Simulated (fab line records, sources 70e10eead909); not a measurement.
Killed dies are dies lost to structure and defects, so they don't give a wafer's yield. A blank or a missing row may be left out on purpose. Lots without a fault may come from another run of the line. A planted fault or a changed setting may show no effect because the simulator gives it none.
A struck lot beside a sound one | flow nand_harc | 14 steps out of a route of 1159
Sound: wafers L113.4, L113.5, L113.6. Struck: wafers L103.1, L103.6. (L103.2 of the same lot was not struck and is left out.) The cause comes at the end.
At each step with rows: each side's tool, then ch and its chambers, then its first start. Under that, the readings that differ: sound wafers | struck wafers | difference of the means | sigmas: that difference in standard deviations of wafers without a fault.
alike: readings whose means differ by less than 2 such deviations, and words and numbers that are the same on both sides. not compared: withheld readings, readings that some wafer has no value for, bounds like >300 that may hide the same value, and numbers for which the record gives no deviation and whose values overlap.
The two part at a step that has a row with sigmas, a row that says differs or no value, or rows on one side only. Numbers that don't overlap but have no deviation are shown without sigmas and don't part them. A reading that every wafer of one side lacks parts them only if that side has two wafers or more.

first, 8 steps without rows for these wafers: NHARC_P_BONDPAD_HMDS_02 (time 30 s); NHARC_P_BONDPAD_COAT_36 (time 65 s); NHARC_P_BONDPAD_COAT_03 (resist thk 600 nm); NHARC_P_BONDPAD_SOFTBAKE_04 (time 70 s); NHARC_P_BONDPAD_EBR_05; NHARC_P_BONDPAD_EXPOSE_06 (exposes mask P BPAD); NHARC_P_BONDPAD_PEB_07 (peb time 80 s); NHARC_P_BONDPAD_DEVELOP_08 (time 50 s).
NHARC_P_BONDPAD_CD_MEAS_09: target cd 500 nm.
  sound on cd_sem-03 ch 0, day 9 16:20; struck on cd_sem-02 ch 0, day 7 01:31
  alike: cd_nm
NHARC_P_BONDPAD_OVL_MEAS_38:
  sound on overlay-01, day 9 16:25; struck on overlay-02, day 7 01:36
  reading           | sound | struck | difference | sigmas
  overlay_x_nm (nm) | 8 8 9 | -6 -7  | -15        | -2
  alike: overlay_y_nm
then, 1 step without rows for these wafers: NHARC_P_BONDPAD_HARDBAKE_10 (time 65 s).
NHARC_P_BONDPAD_DESCUM_11: chemistry O2, time 3 s.
  sound on rie_diel-06 ch 0,2,3, day 9 16:34; struck on rie_diel-10 ch 2,3, day 7 01:44
  alike: drypump_motor_current_A, oes_product_au, rf_vpp_V, showerhead_plenum_p_Torr, throttle_valve_pct
  not compared: rf_hours_counter_h
NHARC_P_BONDPAD_ETCH_37: etches the open film in N2/H2, target depth 60 nm, overetch 18 nm, time 65.91 s.
  sound on rie_diel-06 ch 0,2,3, day 9 16:40; struck on rie_diel-10 ch 0, day 7 01:49
  reading          | sound          | struck    | difference | sigmas
  run_length_s (s) | 87.1 87.4 87.9 | 63.8 63.6 | -23.8      | -68
  alike: drypump_motor_current_A, oes_product_au, rf_vpp_V, showerhead_plenum_p_Torr, throttle_valve_pct
  not compared: rf_hours_counter_h
NHARC_P_BONDPAD_ETCH_12: etches the open film in CHF3/O2, target depth 200 nm, time 100 s.
  sound on rie_diel-06 ch 0,2,3; struck on rie_diel-10 ch 2,3
  reading               | sound             | struck      | difference | sigmas
  oes_product_au (a.u.) | 0.919 0.919 0.920 | 0.962 0.964 | +0.044     | +2
  alike: drypump_motor_current_A, rf_vpp_V, run_length_s, showerhead_plenum_p_Torr, throttle_valve_pct
  not compared: rf_hours_counter_h

WHERE THEY PART
First at NHARC_P_BONDPAD_OVL_MEAS_38; last, within this record, at NHARC_P_BONDPAD_ETCH_12.

WHY: what the simulator had put in
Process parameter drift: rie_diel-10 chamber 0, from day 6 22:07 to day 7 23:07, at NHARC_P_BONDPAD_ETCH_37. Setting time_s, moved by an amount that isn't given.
